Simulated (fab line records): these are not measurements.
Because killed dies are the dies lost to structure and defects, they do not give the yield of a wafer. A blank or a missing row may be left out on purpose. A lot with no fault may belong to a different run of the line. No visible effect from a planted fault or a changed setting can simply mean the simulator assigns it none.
Split-lot trial + flow n5 finfet + route with 1938 steps; 7 lots, 21 wafers read

== THE SPLIT ==
At N5_BEOL_M13_SPUTTER_43 (material TaN, target thk 15 nm, time 24.19 s), the setting time s was moved away from the recipe's 24.19 s on 7 of the 21 wafers read, by -14.2% to -8.0%. All remaining wafers had this setting at the recipe value.

The reading comes from the split's own step.

== THE READING ==
TaN_of_BEOL_M13_SPUTTER_43.thk nm (the simulator's own value, which no gauge read), in nm, at N5_BEOL_M13_SPUTTER_43 (material TaN, target thk 15 nm, time 24.19 s). The file gives no usual value for it. Here, 14 wafers ran the recipe; their average is 15.0 nm with a standard deviation of 0.19 nm.

| wafer  | tool, chamber at the split | time s as run, s | against the recipe | TaN_of_BEOL_M13_SPUTTER_43.thk nm, nm | against lot-mates on the recipe |
|--------|----------------------------|------------------|--------------------|---------------------------------------|---------------------------------|
| L075.2 | pvd sputter-03, -          | 24.19            | recipe             | 14.6                                  | -                               |
| L075.4 | pvd sputter-03, -          | 24.19            | recipe             | 14.8                                  | -                               |
| L075.5 | pvd sputter-03, -          | 24.19            | recipe             | 14.8                                  | -                               |
| L077.1 | pvd sputter-03, -          | 22.25            | -8.0%              | 13.4                                  | -1.2                            |
| L077.3 | pvd sputter-03, -          | 22.25            | -8.0%              | 13.4                                  | -1.2                            |
| L077.5 | pvd sputter-03, -          | 24.19            | recipe             | 14.6                                  | -                               |
| L080.2 | pvd sputter-03, -          | 20.85            | -13.8%             | 12.8                                  | no lot-mate on the recipe       |
| L080.5 | pvd sputter-03, -          | 20.85            | -13.8%             | 12.8                                  | no lot-mate on the recipe       |
| L080.6 | pvd sputter-03, -          | 20.85            | -13.8%             | 12.8                                  | no lot-mate on the recipe       |
| L085.2 | pvd sputter-01, -          | 24.19            | recipe             | 15                                    | -                               |
| L085.3 | pvd sputter-01, -          | 24.19            | recipe             | 15.2                                  | -                               |
| L085.4 | pvd sputter-01, -          | 24.19            | recipe             | 15.2                                  | -                               |
| L095.3 | pvd sputter-01, -          | 24.19            | recipe             | 15                                    | -                               |
| L095.4 | pvd sputter-01, -          | 20.76            | -14.2%             | 12.6                                  | -2.4                            |
| L095.6 | pvd sputter-01, -          | 20.76            | -14.2%             | 12.8                                  | -2.2                            |
| L097.3 | pvd sputter-01, -          | 24.19            | recipe             | 15.2                                  | -                               |
| L097.4 | pvd sputter-01, -          | 24.19            | recipe             | 15                                    | -                               |
| L097.5 | pvd sputter-01, -          | 24.19            | recipe             | 15                                    | -                               |
| L096.1 | pvd sputter-03, -          | 24.19            | recipe             | 15                                    | -                               |
| L096.3 | pvd sputter-03, -          | 24.19            | recipe             | 15                                    | -                               |
| L096.4 | pvd sputter-03, -          | 24.19            | recipe             | 15                                    | -                               |

FIT RESULTS
A straight line over all 21 wafers: TaN_of_BEOL_M13_SPUTTER_43.thk nm changes by +0.161 nm for each +1% of time s; r = +0.98; the points scatter about the line by 0.19 nm.
The same after taking each lot's own level away (the mean of its wafers on the recipe; 18 wafers): +0.16 nm for each +1%; r = +0.99; scatter 0.085 nm.
On that fit, the largest move of time s shifts the reading by 2.3 nm.
Across the lots, their own levels run from 14.60 to 15.13 nm, a range of 2.8 times the standard deviation given above.
Hence the lot-to-lot level has little effect on the slope; both slopes agree.
Check: -2.17 nm against its lot-mates is what the line predicts for one of the wafers moved furthest among these (-14.2%) when that wafer is left out of the fit. It came out at -2.4 nm against them.

== ADDITIONAL SPLITS CARRIED BY THESE WAFERS ==
Before the reading, these wafers also passed through other splits. Each is held against what the fit with the lots' levels taken away leaves over:
| other split on the same wafers | wafers away from the commonest value | r with TaN_of_BEOL_M13_SPUTTER_43.thk nm (lot level and that fit taken away) |
|--------------------------------|--------------------------------------|------------------------------------------------------------------------------|
| N5_BEOL_M11_ETCH_41 time s     | 6                                    | +0.08                                                                        |
| N5_BEOL_M12_COAT_22 spin rpm   | 8                                    | +0.28                                                                        |
| N5_BEOL_M13_COAT_04 spin rpm   | 10                                   | +0.06                                                                        |
| N5_BEOL_M13_EXPOSE_07 dose mj  | 11                                   | -0.22                                                                        |

== FILE'S OWN FIT ==
TaN_of_BEOL_M13_SPUTTER_43.thk nm changes by +0.159 nm for each +1% of time s, r = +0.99.
